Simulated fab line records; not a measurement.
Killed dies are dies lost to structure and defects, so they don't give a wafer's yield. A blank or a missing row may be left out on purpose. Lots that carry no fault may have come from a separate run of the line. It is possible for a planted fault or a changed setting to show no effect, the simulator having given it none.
Chamber matching / flow nand harc / NHARC_P_STI_DESCUM_14 on rie diel-12: 4 sister chambers
The step chemistry O2, time 3 s. 8 wafers are shown with their chamber, then 7 later ones without.

== WAFERS PAIRED WITH THEIR CHAMBERS ==
wafer=L435.1; chamber=3; rf vpp V (V)=56.4; oes product au (a.u.)=1.008
wafer=L438.2; chamber=3; rf vpp V (V)=58.5; oes product au (a.u.)=1.002
wafer=L442.4; chamber=2; rf vpp V (V)=58.6; oes product au (a.u.)=0.998
wafer=L445.1; chamber=2; rf vpp V (V)=58.6; oes product au (a.u.)=1.014
wafer=L445.2; chamber=1; rf vpp V (V)=57.5; oes product au (a.u.)=1.009
wafer=L445.5; chamber=0; rf vpp V (V)=56.2; oes product au (a.u.)=1.017
wafer=L447.1; chamber=0; rf vpp V (V)=57.1; oes product au (a.u.)=1.020
wafer=L447.3; chamber=1; rf vpp V (V)=58.1; oes product au (a.u.)=1.003

== WAFERS WITHOUT THEIR CHAMBER ==
wafer=L447.5; rf vpp V (V)=58.1; oes product au (a.u.)=0.998
wafer=L448.3; rf vpp V (V)=59.1; oes product au (a.u.)=0.999
wafer=L448.4; rf vpp V (V)=56.1; oes product au (a.u.)=0.996
wafer=L448.6; rf vpp V (V)=56.3; oes product au (a.u.)=1.004
wafer=L450.1; rf vpp V (V)=56.2; oes product au (a.u.)=1.021
wafer=L450.2; rf vpp V (V)=57.8; oes product au (a.u.)=1.001
wafer=L450.6; rf vpp V (V)=59.4; oes product au (a.u.)=1.009

== WHICH CHAMBER EACH WENT THROUGH ==
wafer=L447.5; from the rows above=can't be placed: 1 or 3 or 2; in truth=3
wafer=L448.3; from the rows above=can't be placed: 2 or 1 or 3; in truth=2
wafer=L448.4; from the rows above=can't be placed: 3 or 1 or 2 or 0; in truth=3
wafer=L448.6; from the rows above=can't be placed: 3 or 1 or 0 or 2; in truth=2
wafer=L450.1; from the rows above=0; in truth=0
wafer=L450.2; from the rows above=can't be placed: 3 or 1 or 2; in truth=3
wafer=L450.6; from the rows above=can't be placed: 2 or 1 or 3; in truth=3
1 of 7 placed correctly. Not placeable from these rows: 6 (in 6, the candidates include the true chamber). Wrongly placed: 0.
How it was worked out, from the rows above alone: a wafer's distance from a chamber is the root of the sum, over the readings, of the square of ((its reading less the chamber's mean) divided by the reading's scatter). If the next closest chamber is less than 2 further off than the closest, the wafer can't be placed; otherwise it belongs to the closest. The mean given for a chamber averages the wafers shown for that chamber. The scatter is the square root of a quotient: the sum, over the shown wafers, of each reading's squared deviation from its chamber's mean, divided by wafers minus chambers.
